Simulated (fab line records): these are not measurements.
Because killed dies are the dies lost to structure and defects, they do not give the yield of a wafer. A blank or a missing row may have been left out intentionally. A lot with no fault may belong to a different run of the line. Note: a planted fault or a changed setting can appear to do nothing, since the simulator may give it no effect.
fab line records | flow n5_finfet | part 2 of 2: steps 25 to 33 of 33
record lots=5 | wafers=15 | last_day=16
route steps=1938 shown BEOL_M2@926 BEOL_M3@931
lots that met no fault: taken from a fault-free run of the same line
start_h: start of the lot's first displayed wafer, in hours after the record's first day | wait_h: hours since the lot's step before | " as in the row above | L1.1+2: a row that stands for several wafers | - value missing, or start not given | * or withheld: withheld | < > ~ a bound
route shown NAME@n: a module of which the file shows steps, and the number in the route of the first | usual: mean/standard deviation of fault-free wafers | same: alike in all rows | chamber/n: place in a boat | sites: each site's reading | _std_site: their standard deviation | _edge_site: the outer-site mean with the inner-site mean subtracted | radius_mm: for every site, how far away it sits from the centre of the wafer | mask NAME#n: copy n | behind: tool/chamber where the wafer was last shaped | hold: why the lot went on hold/how many hours it stayed there/how the hold came to an end | device: transistor that didn't switch, given as n, p or np | end of line: at the end of the route, the tests of the same wafers | a step given without rows: its recipe and nothing more | killed: dies lost to structure and defects at the first sort, not the wafer's yield | map: the dies of a wafer, with x for killed, . for not killed, _ for no die there
set.NAME: setting as actually run; set.NAME@STEP: the setting as run at that earlier step | model.NAME: the simulator's own value behind a step, which no gauge read
lots at selected steps of the route; one table per step, one row per wafer
services: the hour from which a tool's chamber was out of use, counted from the record's first day as start_h (under 0 if before that day), plus the number of hours and why
## steps
# step N5_BEOL_M3_ETCH_64
# recipe chemistry=N2/H2 | target=SOC | target_depth_a=750 | overetch_a=150 | mask_material=SiARC | temp_c=40 | time_s=112.5 | ion_energy_ev=200 | pressure_mtorr=30 | source_w=840 | bias_w=150 | n2_flow_sccm=200 | h2_flow_sccm=200
# usual drypump_motor_current_A=5.8/0.49 | oes_product_au=0.64/0.055 | rf_vpp_V=524.0/2.2 | showerhead_plenum_p_Torr=2.53/0.077 | throttle_valve_pct=17.69/0.27
lot.wafer | tool        | chamber | start_h | wait_h | drypump_motor_current_A | oes_product_au | rf_hours_counter_h | rf_vpp_V | showerhead_plenum_p_Torr | throttle_valve_pct
L078.1    | rie_diel-05 | 3       | 178.42  | 0.0    | 5.8                     | 0.57           | 199                | 525.0    | 2.64                     | 18.14
L078.4    | "           | 0       | "       | "      | 5.1                     | 0.57           | 187                | 518.2    | 2.44                     | 17.86
L078.6    | "           | 2       | "       | "      | 5.0                     | 0.68           | -                  | 521.3    | 2.46                     | 17.71
L077.1    | rie_diel-01 | 3       | 185.76  | 0.0    | 6.1                     | 0.68           | 50                 | 525.8    | 2.58                     | 17.67
L077.3    | "           | 1       | "       | "      | 5.4                     | 0.67           | 33                 | 523.2    | 2.48                     | 17.25
L077.5    | "           | 1       | "       | "      | 5.4                     | 0.69           | -                  | 521.5    | 2.48                     | 17.24
L082.1    | rie_diel-01 | 2       | 187.32  | 0.0    | 5.2                     | 0.72           | 21                 | 523.5    | 2.45                     | 17.27
L082.5    | "           | 2       | "       | "      | 5.2                     | 0.71           | -                  | 522.4    | 2.45                     | 17.25
L082.6    | "           | 1       | "       | "      | 5.4                     | 0.69           | -                  | 522.6    | 2.48                     | 17.25
L086.2    | rie_diel-05 | 2       | 228.43  | 0.0    | 5.0                     | 0.67           | 80                 | 521.5    | 2.45                     | 17.73
L086.4    | "           | 3       | "       | "      | 5.8                     | 0.57           | -                  | 526.9    | 2.63                     | 18.16
L086.5    | "           | 2       | "       | "      | 5.1                     | 0.67           | -                  | 522.1    | 2.45                     | 17.70
L091.1    | rie_diel-01 | 3       | 251.09  | 0.0    | 6.0                     | 0.66           | 73                 | 524.6    | 2.57                     | 17.72
L091.4    | "           | 0       | "       | "      | 5.5                     | 0.68           | 47                 | 522.8    | 2.46                     | 17.58
L091.6    | "           | 3       | "       | "      | 6.0                     | 0.66           | -                  | 523.9    | 2.57                     | 17.71
# step N5_BEOL_M3_STRIP_65
# recipe chemistry=N2/H2 | temp_c=40 | n2_flow_sccm=200 | h2_flow_sccm=200 | rf_frequency_hz=6e+07
lot.wafer  | tool        | chamber | start_h | wait_h
L078.1+4+6 | rie_diel-05 | 3,0,2   | 178.53  | 0.1
L077.1+3+5 | rie_diel-01 | 3,1,1   | 185.87  | 0.1
L082.1+5+6 | rie_diel-01 | 2,2,1   | 187.43  | 0.1
L086.2+4+5 | rie_diel-05 | 2,3,2   | 228.53  | 0.1
L091.1+4+6 | rie_diel-01 | 3,0,3   | 251.19  | 0.1
# step N5_BEOL_M3_STRIP_75
# recipe chemistry=N2/H2 | temp_c=40 | n2_flow_sccm=200 | h2_flow_sccm=200 | rf_frequency_hz=6e+07
lot.wafer  | tool        | chamber | start_h | wait_h
L078.1+4+6 | rie_diel-05 | 3,0,2   | 178.54  | 0.0
L077.1+3+5 | rie_diel-01 | 3,1,1   | 185.88  | 0.0
L082.1+5+6 | rie_diel-01 | 2,2,1   | 187.44  | 0.0
L086.2+4+5 | rie_diel-05 | 2,3,2   | 228.54  | 0.0
L091.1+4+6 | rie_diel-01 | 3,0,3   | 251.20  | 0.0
# step N5_BEOL_M3_STRIP_66
# recipe chemistry=CF4 | resist=SiARC | power_w=300 | bias_power_w=75 | pressure_mtorr=50 | cf4_flow_sccm=150 | rf_frequency_hz=6e+07
# usual drypump_motor_current_A=5.8/0.49 | oes_product_au=0.80/0.068 | rf_vpp_V=271.2/1.4 | showerhead_plenum_p_Torr=1.78/0.048 | throttle_valve_pct=13.45/0.26
lot.wafer | tool        | chamber | start_h | wait_h | drypump_motor_current_A | oes_product_au | rf_hours_counter_h | rf_vpp_V | showerhead_plenum_p_Torr | throttle_valve_pct
L078.1    | rie_diel-05 | 3       | 178.55  | 0.0    | 5.7                     | 0.71           | 199                | 272.7    | 1.85                     | 13.96
L078.4    | "           | 0       | "       | "      | 5.1                     | 0.71           | 187                | 269.5    | 1.71                     | 13.56
L078.6    | "           | 2       | "       | "      | 5.0                     | 0.84           | -                  | 269.4    | 1.75                     | 13.48
L077.1    | rie_diel-01 | 3       | 185.89  | 0.0    | 6.0                     | 0.85           | 50                 | 271.2    | 1.83                     | 13.45
L077.3    | "           | 1       | "       | "      | 5.4                     | 0.86           | 33                 | 268.8    | 1.76                     | 13.18
L077.5    | "           | 1       | "       | "      | 5.4                     | 0.86           | -                  | 272.6    | 1.76                     | 13.20
L082.1    | rie_diel-01 | 2       | 187.45  | 0.0    | 5.2                     | 0.89           | 21                 | 270.3    | 1.74                     | 13.11
L082.5    | "           | 2       | "       | "      | 5.3                     | 0.89           | -                  | 270.6    | 1.74                     | 13.11
L082.6    | "           | 1       | "       | "      | 5.4                     | 0.86           | -                  | 269.2    | 1.76                     | 13.18
L086.2    | rie_diel-05 | 2       | 228.55  | 0.0    | 5.0                     | 0.83           | 80                 | 269.9    | 1.74                     | 13.50
L086.4    | "           | 3       | "       | "      | 5.8                     | 0.70           | -                  | 273.3    | 1.85                     | 14.00
L086.5    | "           | 2       | "       | "      | 5.0                     | 0.83           | -                  | 270.1    | 1.74                     | 13.52
L091.1    | rie_diel-01 | 3       | 251.21  | 0.0    | 6.0                     | 0.83           | 73                 | 272.0    | 1.82                     | 13.46
L091.4    | "           | 0       | "       | "      | 5.5                     | 0.85           | 47                 | 271.0    | 1.72                     | 13.19
L091.6    | "           | 3       | "       | "      | 6.0                     | 0.82           | -                  | 274.0    | 1.82                     | 13.49
# step N5_BEOL_M3_HM_OPEN_17
# recipe chemistry=Cl2/BCl3 | target_depth_a=200 | overetch_a=60 | target=TiN | mask_material=SOC | ion_energy_ev=150 | pressure_mtorr=10 | icp_w=1000 | bias_w=126 | Cl2_flow_sccm=53.25 | bcl3_flow_sccm=21.75 | Ar_flow_sccm=25
# usual drypump_motor_current_A=5.6/0.39 | mfc_cl2_sccm=53.26/0.13 | oes_product_au=0.64/0.11 | throttle_valve_pct=22.24/0.19
lot.wafer | tool         | chamber | start_h | wait_h | drypump_motor_current_A | mfc_cl2_sccm | oes_product_au | rf_hours_counter_h | throttle_valve_pct
L078.1    | rie_metal-03 | 0       | 178.59  | 0.0    | 5.9                     | 53.08        | 0.67           | 31                 | 22.29
L078.4    | "            | 0       | "       | "      | 5.9                     | 53.30        | 0.67           | -                  | 22.30
L078.6    | "            | 0       | "       | "      | 5.9                     | 53.36        | 0.67           | -                  | 22.29
L077.1    | rie_metal-01 | 1       | 185.93  | 0.0    | 5.0                     | 53.52        | 0.55           | 105                | 22.25
L077.3    | "            | 1       | "       | "      | 5.0                     | 53.32        | 0.54           | -                  | 22.26
L077.5    | "            | 1       | "       | "      | 5.0                     | 53.10        | 0.55           | -                  | 22.25
L082.1    | rie_metal-03 | 0       | 187.49  | 0.0    | 5.9                     | 53.33        | 0.66           | 32                 | 22.32
L082.5    | "            | 0       | "       | "      | 5.9                     | 53.48        | 0.68           | -                  | 22.27
L082.6    | "            | 1       | "       | "      | 5.3                     | 53.42        | 0.54           | -                  | 22.38
L086.2    | rie_metal-03 | 0       | 228.59  | 0.0    | 5.9                     | 53.14        | 0.66           | 34                 | 22.29
L086.4    | "            | 1       | "       | "      | 5.3                     | 53.16        | 0.53           | -                  | 22.39
L086.5    | "            | 1       | "       | "      | 5.3                     | 53.18        | 0.52           | -                  | 22.41
L091.1    | rie_metal-03 | 0       | 251.26  | 0.0    | 5.9                     | 53.09        | 0.65           | 37                 | 22.31
L091.4    | "            | 0       | "       | "      | 5.9                     | 53.00        | 0.66           | -                  | 22.31
L091.6    | "            | 0       | "       | "      | 5.9                     | 53.26        | 0.65           | -                  | 22.33
# step N5_BEOL_M3_STRIP_19
# recipe chemistry=O2 | power_w=400 | temp_c=40 | pressure_mtorr=30 | rf_frequency_hz=6e+07 | bias_power_w=0 | overash_fraction=0.2 | o2_flow_sccm=225
# usual drypump_motor_current_A=5.8/0.5 | o2_flow_sccm=225.0/0.67 | oes_product_au=0.82/0.075 | rf_vpp_V=3.6/0.44 | showerhead_plenum_p_Torr=2.10/0.065 | throttle_valve_pct=16.57/0.19
lot.wafer | tool        | chamber | start_h | wait_h | drypump_motor_current_A | o2_flow_sccm | oes_product_au | rf_hours_counter_h | rf_vpp_V | showerhead_plenum_p_Torr | throttle_valve_pct
L078.1    | rie_diel-03 | 1       | 178.79  | 0.2    | 6.6                     | 224.1        | 0.76           | 155                | 3.4      | 2.07                     | 16.61
L078.4    | "           | 2       | "       | "      | 5.8                     | 225.2        | 0.78           | 108                | 3.8      | 2.11                     | 16.54
L078.6    | "           | 2       | "       | "      | 5.8                     | 224.7        | 0.78           | -                  | 3.7      | 2.11                     | 16.53
L077.1    | rie_diel-01 | 0       | 186.13  | 0.2    | 5.5                     | 225.5        | 0.91           | 25                 | 3.1      | 2.04                     | 16.34
L077.3    | "           | 1       | "       | "      | 5.4                     | 225.1        | 0.88           | 33                 | 4.0      | 2.06                     | 16.32
L077.5    | "           | 2       | "       | "      | 5.3                     | 224.5        | 0.93           | -                  | 3.4      | 2.07                     | 16.43
L082.1    | rie_diel-01 | 1       | 187.82  | 0.3    | 5.4                     | 225.6        | 0.87           | 34                 | 4.1      | 2.06                     | 16.29
L082.5    | "           | 0       | "       | "      | 5.5                     | 224.6        | 0.90           | -                  | 3.6      | 2.04                     | 16.34
L082.6    | "           | 1       | "       | "      | 5.4                     | 224.9        | 0.87           | -                  | 3.0      | 2.06                     | 16.28
L086.2    | rie_diel-05 | 2       | 228.71  | 0.1    | 5.0                     | 223.9        | 0.84           | 80                 | 3.5      | 2.02                     | 16.59
L086.4    | "           | 0       | "       | "      | 5.1                     | 225.8        | 0.70           | -                  | 4.1      | 2.01                     | 16.72
L086.5    | "           | 3       | "       | "      | 5.8                     | 224.7        | 0.71           | -                  | 3.4      | 2.18                     | 17.12
L091.1    | rie_diel-03 | 2       | 251.46  | 0.2    | 5.8                     | 224.6        | 0.77           | 132                | 3.2      | 2.10                     | 16.60
L091.4    | "           | 0       | "       | "      | 6.1                     | 224.8        | 0.80           | 82                 | 3.4      | 2.10                     | 16.63
L091.6    | "           | 3       | "       | "      | 6.5                     | 224.4        | 0.86           | -                  | 4.5      | 2.22                     | 16.49
# step N5_BEOL_M3_CD_MEAS_18
# recipe pitch_nm=36 | target_cd_nm=18
# usual cd_nm=18.1/0.42
lot.wafer | tool      | chamber | start_h | wait_h | cd_nm
L078.1    | cd_sem-01 | -       | 178.86  | 0.0    | 17.9
L078.4    | "         | -       | "       | "      | 18.2
L078.6    | "         | -       | "       | "      | 18.2
L077.1    | cd_sem-03 | -       | 186.20  | 0.0    | 18.0
L077.3    | "         | -       | "       | "      | 17.9
L077.5    | "         | -       | "       | "      | 17.7
L082.1    | cd_sem-02 | -       | 187.89  | 0.0    | 17.6
L082.5    | "         | -       | "       | "      | 17.6
L082.6    | "         | -       | "       | "      | 18.1
L086.2    | cd_sem-01 | -       | 228.78  | 0.1    | 18.3
L086.4    | "         | -       | "       | "      | 17.5
L086.5    | "         | -       | "       | "      | 17.7
L091.1    | cd_sem-03 | -       | 251.53  | 0.0    | 18.4
L091.4    | "         | -       | "       | "      | 18.2
L091.6    | "         | -       | "       | "      | 18.7
# step N5_BEOL_M3_COAT_67
# recipe resist=SOC | temp_c=250 | time_s=60 | spin_rpm=1500 | resist_thk_nm=60
lot.wafer  | tool           | chamber | start_h | wait_h
L078.1+4+6 | litho_track-05 | 0       | 178.90  | 0.0
L077.1+3+5 | litho_track-04 | 0       | 186.24  | 0.0
L082.1+5+6 | litho_track-05 | 0       | 187.93  | 0.0
L086.2+4+5 | litho_track-04 | 0       | 228.81  | 0.0
L091.1+4+6 | litho_track-05 | 0       | 251.56  | 0.0
# step N5_BEOL_M3_COAT_68
# recipe resist=SiARC | temp_c=220 | time_s=60 | spin_rpm=1500 | resist_thk_nm=12
lot.wafer  | tool           | chamber | start_h | wait_h
L078.1+4+6 | litho_track-05 | 0       | -       | -
L077.1+3+5 | litho_track-04 | 0       | -       | -
L082.1+5+6 | litho_track-05 | 0       | -       | -
L086.2+4+5 | litho_track-04 | 0       | -       | -
L091.1+4+6 | litho_track-05 | 0       | -       | -
## services
tool           | chamber | start_h | hours | kind
euv_scanner-02 | -       | 157.61  | 1.0   | pm
rie_diel-05    | 3       | 158.44  | 5.2   | repair
cvd_co-02      | 2       | 163.16  | 7.5   | repair
rie_metal-03   | 1       | 176.82  | 6.0   | repair
rie_diel-05    | -       | 183.76  | 15.6  | pm
cvd_co-01      | 0       | 188.27  | 2.6   | repair
rie_metal-03   | 0       | 191.21  | 15.5  | repair
euv_scanner-02 | -       | 192.84  | 4.6   | pm
euv_scanner-01 | -       | 198.58  | 1.0   | pm
rie_diel-05    | 0       | 200.72  | 8.9   | repair
pecvd-03       | 2       | 202.38  | -     | clean
rie_diel-05    | 1       | 203.12  | 7.6   | repair
rie_diel-05    | 1       | 211.16  | -     | clean
rie_diel-05    | 1       | 211.16  | -     | consumable_replace:focus_ring
rie_diel-05    | 1       | 211.16  | 31.8  | scheduled_down
rie_diel-05    | 1       | 211.16  | 31.8  | vent_cycle
euv_scanner-02 | -       | 213.76  | 1.0   | pm
rie_diel-05    | 3       | 215.05  | 2.0   | repair
cvd_co-01      | -       | 218.10  | 0.7   | repair
rie_metal-03   | -       | 225.39  | 1.4   | pm
pecvd-03       | -       | 227.45  | 0.9   | repair
euv_scanner-01 | -       | 231.02  | 12.0  | pm
euv_scanner-01 | -       | 244.48  | 4.6   | pm
cvd_co-01      | -       | 244.77  | 0.8   | repair
